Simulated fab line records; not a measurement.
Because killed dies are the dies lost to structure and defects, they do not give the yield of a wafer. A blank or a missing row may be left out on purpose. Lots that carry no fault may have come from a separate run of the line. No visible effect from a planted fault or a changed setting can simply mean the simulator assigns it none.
Chamber matching || flow nandHarc || rieSi-04 running NHARC_A_ZERO_WELL_ETCH_13: 4 sister chambers
The step etches the open film in HBr/Cl2, target depth 120 nm, time 40.1 s. 18 wafers are shown with their chamber, then 9 later ones without.

## WAFERS PAIRED WITH THEIR CHAMBERS
{"wafer": "L081.2", "chamber": 2, "drypumpMotorCurrentA (A)": 5.3, "oesProductAu (a.u.)": 1.017, "throttleValvePct (%)": 26.394}
{"wafer": "L081.3", "chamber": 1, "drypumpMotorCurrentA (A)": 6.3, "oesProductAu (a.u.)": 0.995, "throttleValvePct (%)": 26.386}
{"wafer": "L081.6", "chamber": 2, "drypumpMotorCurrentA (A)": 5.3, "oesProductAu (a.u.)": 1.017, "throttleValvePct (%)": 26.405}
{"wafer": "L082.1", "chamber": 0, "drypumpMotorCurrentA (A)": 6.3, "oesProductAu (a.u.)": 1.013, "throttleValvePct (%)": 26.404}
{"wafer": "L082.2", "chamber": 3, "drypumpMotorCurrentA (A)": 6.6, "oesProductAu (a.u.)": 0.963, "throttleValvePct (%)": 26.407}
{"wafer": "L082.4", "chamber": 2, "drypumpMotorCurrentA (A)": 5.3, "oesProductAu (a.u.)": 1.018, "throttleValvePct (%)": 26.392}
{"wafer": "L083.1", "chamber": 0, "drypumpMotorCurrentA (A)": 6.3, "oesProductAu (a.u.)": 1.028, "throttleValvePct (%)": 26.410}
{"wafer": "L083.3", "chamber": 2, "drypumpMotorCurrentA (A)": 5.3, "oesProductAu (a.u.)": 1.017, "throttleValvePct (%)": 26.405}
{"wafer": "L083.4", "chamber": 3, "drypumpMotorCurrentA (A)": 6.6, "oesProductAu (a.u.)": 0.972, "throttleValvePct (%)": 26.414}
{"wafer": "L084.2", "chamber": 0, "drypumpMotorCurrentA (A)": 6.3, "oesProductAu (a.u.)": 1.011, "throttleValvePct (%)": 26.407}
{"wafer": "L084.4", "chamber": 2, "drypumpMotorCurrentA (A)": 5.3, "oesProductAu (a.u.)": 1.014, "throttleValvePct (%)": 26.418}
{"wafer": "L084.6", "chamber": 2, "drypumpMotorCurrentA (A)": 5.4, "oesProductAu (a.u.)": 1.018, "throttleValvePct (%)": 26.400}
{"wafer": "L085.3", "chamber": 3, "drypumpMotorCurrentA (A)": 6.6, "oesProductAu (a.u.)": 0.976, "throttleValvePct (%)": 26.404}
{"wafer": "L085.5", "chamber": 0, "drypumpMotorCurrentA (A)": 6.3, "oesProductAu (a.u.)": 1.019, "throttleValvePct (%)": 26.406}
{"wafer": "L085.6", "chamber": 3, "drypumpMotorCurrentA (A)": 6.6, "oesProductAu (a.u.)": 0.976, "throttleValvePct (%)": 26.396}
{"wafer": "L086.3", "chamber": 0, "drypumpMotorCurrentA (A)": 6.3, "oesProductAu (a.u.)": 1.016, "throttleValvePct (%)": 26.399}
{"wafer": "L086.5", "chamber": 3, "drypumpMotorCurrentA (A)": 6.6, "oesProductAu (a.u.)": 0.962, "throttleValvePct (%)": 26.401}
{"wafer": "L086.6", "chamber": 2, "drypumpMotorCurrentA (A)": 5.3, "oesProductAu (a.u.)": 1.019, "throttleValvePct (%)": 26.407}

SIGNATURES (means of the wafers above)
{"reading": "drypumpMotorCurrentA", "chamber 0": 6.300, "chamber 1": 6.300, "chamber 2": 5.314, "chamber 3": 6.600, "scatter within a chamber": 0.0247}
{"reading": "oesProductAu", "chamber 0": 1.01740, "chamber 1": 0.99500, "chamber 2": 1.01714, "chamber 3": 0.96980, "scatter within a chamber": 0.00522}
{"reading": "throttleValvePct", "chamber 0": 26.40520, "chamber 1": 26.38600, "chamber 2": 26.40300, "chamber 3": 26.40440, "scatter within a chamber": 0.00711}
Rule: for a wafer and a chamber, the distance is found by dividing, reading by reading, the gap between the wafer's reading and the chamber's mean by the reading's scatter, squaring, summing and taking the root. The wafer belongs to the nearest chamber; if the next one is less than 2 further off, it can't be placed. The scatter: the root of (the sum of the squares of (reading less its chamber's mean) over the shown wafers, divided by (wafers less chambers)).

## WAFERS WITH NO CHAMBER GIVEN
{"wafer": "L088.1", "drypumpMotorCurrentA (A)": 6.3, "oesProductAu (a.u.)": 1.022, "throttleValvePct (%)": 26.415}
{"wafer": "L088.3", "drypumpMotorCurrentA (A)": 6.6, "oesProductAu (a.u.)": 0.969, "throttleValvePct (%)": 26.393}
{"wafer": "L088.5", "drypumpMotorCurrentA (A)": 5.3, "oesProductAu (a.u.)": 1.028, "throttleValvePct (%)": 26.405}
{"wafer": "L096.2", "drypumpMotorCurrentA (A)": 6.6, "oesProductAu (a.u.)": 1.000, "throttleValvePct (%)": 26.406}
{"wafer": "L096.3", "drypumpMotorCurrentA (A)": 6.3, "oesProductAu (a.u.)": 0.983, "throttleValvePct (%)": 26.419}
{"wafer": "L096.5", "drypumpMotorCurrentA (A)": 5.3, "oesProductAu (a.u.)": 1.027, "throttleValvePct (%)": 26.403}
{"wafer": "L097.3", "drypumpMotorCurrentA (A)": 6.3, "oesProductAu (a.u.)": 1.010, "throttleValvePct (%)": 26.397}
{"wafer": "L097.4", "drypumpMotorCurrentA (A)": 6.2, "oesProductAu (a.u.)": 0.990, "throttleValvePct (%)": 26.394}
{"wafer": "L097.6", "drypumpMotorCurrentA (A)": 6.3, "oesProductAu (a.u.)": 0.986, "throttleValvePct (%)": 26.412}

## WHICH CHAMBER EACH ONE RAN IN
{"wafer": "L088.1", "from the rows above": 0, "in truth": 0}
{"wafer": "L088.3", "from the rows above": 3, "in truth": 3}
{"wafer": "L088.5", "from the rows above": 2, "in truth": 2}
{"wafer": "L096.2", "from the rows above": 3, "in truth": 3}
{"wafer": "L096.3", "from the rows above": "can't be placed: 1 or 0", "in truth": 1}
{"wafer": "L096.5", "from the rows above": 2, "in truth": 2}
{"wafer": "L097.3", "from the rows above": "can't be placed: 0 or 1", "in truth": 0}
{"wafer": "L097.4", "from the rows above": 1, "in truth": 1}
{"wafer": "L097.6", "from the rows above": 1, "in truth": 1}
Placed correctly: 7 of 9. From these rows, 2 cannot be placed; in 2 the true chamber is one of the candidates. 0 placed wrongly.
